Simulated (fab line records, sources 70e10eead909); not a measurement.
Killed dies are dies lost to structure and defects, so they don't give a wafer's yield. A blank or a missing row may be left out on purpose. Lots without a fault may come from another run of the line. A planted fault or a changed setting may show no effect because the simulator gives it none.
Which tool did it? | flow nand_harc | 13 lots, 39 wafers sampled, at 6 steps of a route of 1302

WHAT THE GAUGES READ, wafer by wafer
NHARC_A_ONON_D2_THK_MEAS_14: measures by ellipsometry. Usual: thk_nm 998 nm, standard deviation 9.6.
lot  | measured     | on            | thk_nm (nm)    | flag
L404 | day 13 07:29 | film_metro-02 | 991 989 992    |
L407 | day 13 07:17 | film_metro-02 | 1002 1002 1002 |
L406 | day 13 07:41 | film_metro-02 | 995 996 998    |
L408 | day 14 09:35 | film_metro-02 | 980 980 981    |
L413 | day 16 03:00 | film_metro-02 | 687 687 685    | OFF
L415 | day 17 03:22 | film_metro-01 | 665 664 664    | OFF
L419 | day 18 09:54 | film_metro-01 | 994 994 995    |
L421 | day 19 06:10 | film_metro-02 | 992 991 992    |
L422 | day 19 19:46 | film_metro-01 | 994 995 996    |
L423 | day 20 09:09 | film_metro-02 | 995 994 992    |
L424 | day 20 17:02 | film_metro-01 | 1016 1013 1017 |
L426 | day 21 14:05 | film_metro-02 | 1016 1015 1017 |
L425 | day 21 21:13 | film_metro-02 | 989 991 990    |

NHARC_END_SORT_01. Usual: killed_at_array 52, standard deviation 16; killed_at_other 0.8, standard deviation 0.98; killed_at_periphery 4.2, standard deviation 2.9; killed_dies 57, standard deviation 16; killed_open 3.3, standard deviation 1.9; killed_short 2.5, standard deviation 1.5.
lot  | measured     | on        | killed_at_array | killed_at_other | killed_at_periphery | killed_dies | killed_open | killed_short | flag
L413 | day 27 16:05 | prober-02 | 671 670 672     | 3 4 4           | 3 3 1               | 677 677 677 | 3 1 5       | 3 2 1        | OFF
L415 | day 28 23:06 | prober-02 | 666 669 663     | 1 2 1           | 10 6 13             | 677 677 677 | 5 0 7       | 4 2 5        | OFF

WHICH TOOL RAN EACH LOT (tool, then ch and the chambers of the sampled wafers, then the start)
lot  | NHARC_A_CHANNEL_FILL_D1_ETCHBACK_20 | NHARC_A_ONON_D2_DEP_12           | NHARC_A_ONON_D2_DEP_33          | NHARC_A_CHANNEL_HOLE_D2_DEP_00
L404 | rie_diel-03 ch 0,1, day 10 10:53    | pecvd_onon-01 ch 0, day 13 07:08 | pecvd-01 ch 0,1,2, day 13 17:26 | acl_dep-02 ch 0, day 13 20:44
L407 | rie_diel-03 ch 0,3, day 10 17:32    | pecvd_onon-04 ch 0, day 13 06:47 | pecvd-04 ch 0,1,2, day 13 17:22 | acl_dep-01 ch 0, day 13 20:01
L406 | rie_diel-06 ch 0,1,2, day 10 17:33  | pecvd_onon-04 ch 0, day 13 07:16 | pecvd-04 ch 0,1,2, day 13 17:40 | acl_dep-01 ch 0, day 14 00:26
L408 | rie_diel-03 ch 0,1,2, day 11 15:45  | pecvd_onon-01 ch 0, day 14 09:08 | pecvd-01 ch 0,1,2, day 14 21:06 | acl_dep-02 ch 0, day 14 21:55
L413 | rie_diel-03 ch 2,3, day 13 15:46    | pecvd_onon-01 ch 0, day 16 02:29 | pecvd-01 ch 0,1,2, day 16 10:58 | -
L415 | rie_diel-06 ch 0,1,2, day 14 10:41  | pecvd_onon-01 ch 0, day 17 02:52 | pecvd-04 ch 0,1,2, day 17 15:59 | -
L419 | rie_diel-11 ch 1,3, day 15 22:07    | pecvd_onon-04 ch 0, day 18 09:23 | pecvd-04 ch 0,1, day 18 19:11   | acl_dep-03 ch 0, day 19 00:05
L421 | rie_diel-06 ch 1,3, day 16 16:19    | pecvd_onon-04 ch 0, day 19 05:43 | pecvd-03 ch 0,1, day 19 15:51   | acl_dep-01 ch 0, day 19 20:31
L422 | rie_diel-11 ch 0,2,3, day 17 08:21  | pecvd_onon-04 ch 0, day 19 19:15 | pecvd-03 ch 0,2, day 20 05:26   | acl_dep-02 ch 0, day 20 05:58
L423 | rie_diel-03 ch 1,2,3, day 17 14:49  | pecvd_onon-02 ch 0, day 20 08:38 | pecvd-03 ch 0,1,2, day 20 19:14 | acl_dep-01 ch 0, day 20 19:49
L424 | rie_diel-06 ch 0,2, day 18 04:32    | pecvd_onon-01 ch 0, day 20 16:32 | pecvd-04 ch 0,1,2, day 21 02:45 | acl_dep-01 ch 0, day 21 05:56
L426 | rie_diel-06 ch 1,2, day 19 00:34    | pecvd_onon-01 ch 0, day 21 13:38 | pecvd-03 ch 2, day 22 00:09     | acl_dep-03 ch 0, day 22 01:32
L425 | rie_diel-06 ch 1,2,3, day 19 08:54  | pecvd_onon-01 ch 0, day 21 20:46 | pecvd-04 ch 0,1, day 22 06:42   | acl_dep-02 ch 0, day 22 08:15
- NHARC_A_CHANNEL_FILL_D1_ETCHBACK_20: etches the open film in C4F8/O2/Ar, target depth 27 nm, time 13.5 s.
- NHARC_A_ONON_D2_DEP_12: target thk 1000 nm.
- NHARC_A_ONON_D2_DEP_33: deposits SiO2, target thk 200 nm.
- NHARC_A_CHANNEL_HOLE_D2_DEP_00: deposits aC, target thk 3100 nm.

WHAT THE TOOLS THEMSELVES READ (means of the sampled wafers that have a number; where no wafer has one, the mark that the record gives instead)
NHARC_A_CHANNEL_FILL_D1_ETCHBACK_20. Usual: bias_w 1499 W, standard deviation 3.9; oes_product_au 0.97 a.u., standard deviation 0.033; rf_vpp_V 977 V, standard deviation 5.9.
lot  | tool        | bias_w (W) | oes_product_au (a.u.) | rf_vpp_V (V) | flag
L404 | rie_diel-03 | 1503       | 0.92                  | 975          |
L407 | rie_diel-03 | 1498       | 0.93                  | 973          |
L406 | rie_diel-06 | 1502       | 1.00                  | 981          |
L408 | rie_diel-03 | 1502       | 0.92                  | 973          |
L413 | rie_diel-03 | 1498       | 0.99                  | 971          |
L415 | rie_diel-06 | 1500       | 1.00                  | 981          |
L419 | rie_diel-11 | 1500       | 0.99                  | 984          |
L421 | rie_diel-06 | 1497       | 0.98                  | 975          |
L422 | rie_diel-11 | 1500       | 0.98                  | 978          |
L423 | rie_diel-03 | 1499       | 0.93                  | 971          |
L424 | rie_diel-06 | 1493       | 1.00                  | 977          |
L426 | rie_diel-06 | 1501       | 1.01                  | 984          |
L425 | rie_diel-06 | 1498       | 0.95                  | 980          |

NHARC_A_ONON_D2_DEP_12. Usual: sih4_flow_sccm 210.0 sccm, standard deviation 0.61.
lot  | tool          | sih4_flow_sccm (sccm) | flag
L404 | pecvd_onon-01 | 209.6                 |
L407 | pecvd_onon-04 | 210.3                 |
L406 | pecvd_onon-04 | 210.0                 |
L408 | pecvd_onon-01 | 210.0                 |
L413 | pecvd_onon-01 | 210.1                 |
L415 | pecvd_onon-01 | 210.1                 |
L419 | pecvd_onon-04 | 210.2                 |
L421 | pecvd_onon-04 | 210.0                 |
L422 | pecvd_onon-04 | 210.2                 |
L423 | pecvd_onon-02 | 210.9                 |
L424 | pecvd_onon-01 | 209.9                 |
L426 | pecvd_onon-01 | 211.0                 |
L425 | pecvd_onon-01 | 209.8                 |

NHARC_A_ONON_D2_DEP_33. Usual: heater_power_w 590 W, standard deviation 120; throttle_valve_pct 15.8 %, standard deviation 0.52.
lot  | tool     | heater_power_w (W) | throttle_valve_pct (%) | flag
L404 | pecvd-01 | 664                | 16.3                   |
L407 | pecvd-04 | 630                | 15.7                   |
L406 | pecvd-04 | 669                | 15.7                   |
L408 | pecvd-01 | 593                | 15.8                   |
L413 | pecvd-01 | 670                | 15.9                   |
L415 | pecvd-04 | 645                | 15.8                   |
L419 | pecvd-04 | 667                | 15.9                   |
L421 | pecvd-03 | 394                | 15.2                   |
L422 | pecvd-03 | 582                | 16.4                   |
L423 | pecvd-03 | 496                | 15.7                   |
L424 | pecvd-04 | 584                | 15.4                   |
L426 | pecvd-03 | 619                | 16.4                   |
L425 | pecvd-04 | 669                | 15.1                   |

NHARC_A_CHANNEL_HOLE_D2_DEP_00. Usual: throttle_valve_pct 34.999 %, standard deviation 0.0093.
lot  | tool       | throttle_valve_pct (%) | flag
L404 | acl_dep-02 | 34.997                 |
L407 | acl_dep-01 | 35.004                 |
L406 | acl_dep-01 | 35.000                 |
L408 | acl_dep-02 | 35.000                 |
L419 | acl_dep-03 | 35.002                 |
L421 | acl_dep-01 | 35.001                 |
L422 | acl_dep-02 | 34.998                 |
L423 | acl_dep-01 | 35.000                 |
L424 | acl_dep-01 | 34.995                 |
L426 | acl_dep-03 | 35.002                 |
L425 | acl_dep-02 | 34.993                 |

THE ANSWER, worked out from the rows above alone
Rule: a lot is off if the mean of its wafers that have a number lies more than 3 standard deviations from the usual mean. A lot without any number at a reading at which 4 lots or more have one is off too. The other lots that the step has rows for count as sound. The gauges are gone through in route order, then the tools' own readings, and for those a lot's mean is taken as printed above. The first step at which some lot is off is used, and at that step the reading that is off furthest; a lot without a number counts as furthest.
Off: L413, L415, at NHARC_A_ONON_D2_THK_MEAS_14 (thk_nm).
A tool fits if, at a process step before that reading, it ran every lot that is off, and no sound lot after the first of them. The gauges at NHARC_A_ONON_D2_THK_MEAS_14 aren't tried: what is off there is off at NHARC_END_SORT_01 too, on other tools, and a gauge's error can't cause that. None of those tried fits.

WHAT THE SIMULATOR HAD PUT IN
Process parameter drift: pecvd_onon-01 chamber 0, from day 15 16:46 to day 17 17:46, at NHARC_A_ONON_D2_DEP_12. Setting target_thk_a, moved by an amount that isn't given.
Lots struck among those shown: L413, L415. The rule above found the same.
